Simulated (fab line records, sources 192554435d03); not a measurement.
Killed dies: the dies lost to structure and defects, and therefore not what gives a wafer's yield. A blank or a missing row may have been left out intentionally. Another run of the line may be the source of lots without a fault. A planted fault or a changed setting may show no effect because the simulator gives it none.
Which of the tools did it? + flow n5Finfet + 11 lots, 28 wafers sampled, at 2 steps of a route of 1938

== WHAT THE GAUGES SHOWED, per wafer ==
N5_BEOL_M5_INSPECT_30: inspects for defects (brightfield).
| lot  | measured     | on               | rawDefectCount |
|------|--------------|------------------|----------------|
| L702 | day 8 14:27  | defectInspect-01 | 464 413 454    |
| L704 | day 9 07:40  | defectInspect-01 | 457 445        |
| L703 | day 9 07:36  | defectInspect-02 | 394 376 348    |
| L706 | day 9 22:37  | defectInspect-02 | 494 517        |
| L707 | day 10 04:56 | defectInspect-02 | 382 329        |
| L710 | day 10 21:03 | defectInspect-01 | 429 424 596    |
| L711 | day 11 03:07 | defectInspect-02 | 489 549 354    |
| L713 | day 11 10:04 | defectInspect-01 | 265 426        |
| L714 | day 11 18:34 | defectInspect-01 | 669 752 701    |
| L717 | day 12 18:50 | defectInspect-02 | 899 682 928    |
| L722 | day 13 21:00 | defectInspect-01 | 408 477        |

== TOOL THAT RAN EACH LOT (tool first, then ch and the chambers of the sampled wafers, then the start) ==
| lot  | N5_BEOL_M5_ETCH_61                |
|------|-----------------------------------|
| L702 | rieDiel-03 ch 2,3, day 8 13:32    |
| L704 | rieDiel-05 ch 0, day 9 06:00      |
| L703 | rieDiel-04 ch 0,3, day 9 06:14    |
| L706 | rieDiel-04 ch 2,3, day 9 21:47    |
| L707 | rieDiel-05 ch 0,3, day 10 03:00   |
| L710 | rieDiel-05 ch 0,2,3, day 10 19:23 |
| L711 | rieDiel-03 ch 1,2,3, day 11 02:17 |
| L713 | rieDiel-05 ch 0, day 11 09:16     |
| L714 | rieDiel-03 ch 0,2, day 11 17:41   |
| L717 | rieDiel-03 ch 0,2,3, day 12 15:59 |
| L722 | rieDiel-05 ch 1,2, day 13 20:11   |
- N5_BEOL_M5_ETCH_61: etches SiARC in CF4, target depth 15.6 nm, time 26 s.

== THE ANSWER, worked out from the rows above alone ==
Rule: what is usual is taken from the lots themselves. The widest of any qualifying gaps counts: lots, ordered by their means at a reading, are off when they make up no more than a third of the lots, leave a main group of 4 or more, and stand apart from it by 3 or more times the standard deviation of that group's means. If all means in a main group match to the digits the tables above print for the reading, that group is not used. A lot without any number at a reading at which 4 lots or more have one is off too. The other lots that the step has rows for count as sound.
Off at N5_BEOL_M5_INSPECT_30 (rawDefectCount): L714, L717. Main group: mean 429, sd 54.
A tool fits if, at a process step before that reading, it ran every lot that is off, and no sound lot after the first of them. Those tools and the gauges at N5_BEOL_M5_INSPECT_30 are tried in the same way. One fits: rieDiel-03 at N5_BEOL_M5_ETCH_61. Its last sound lot is L711 (day 11 02:17), its first lot that is off L714 (day 11 17:41): a fault that began between those two fits.

== WHAT THE SIMULATOR PUT IN ==
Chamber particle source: rieDiel-03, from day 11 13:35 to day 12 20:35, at N5_BEOL_M5_ETCH_61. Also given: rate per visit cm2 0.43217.
Struck lots among those shown: L714, L717. The rule given above showed the same thing.
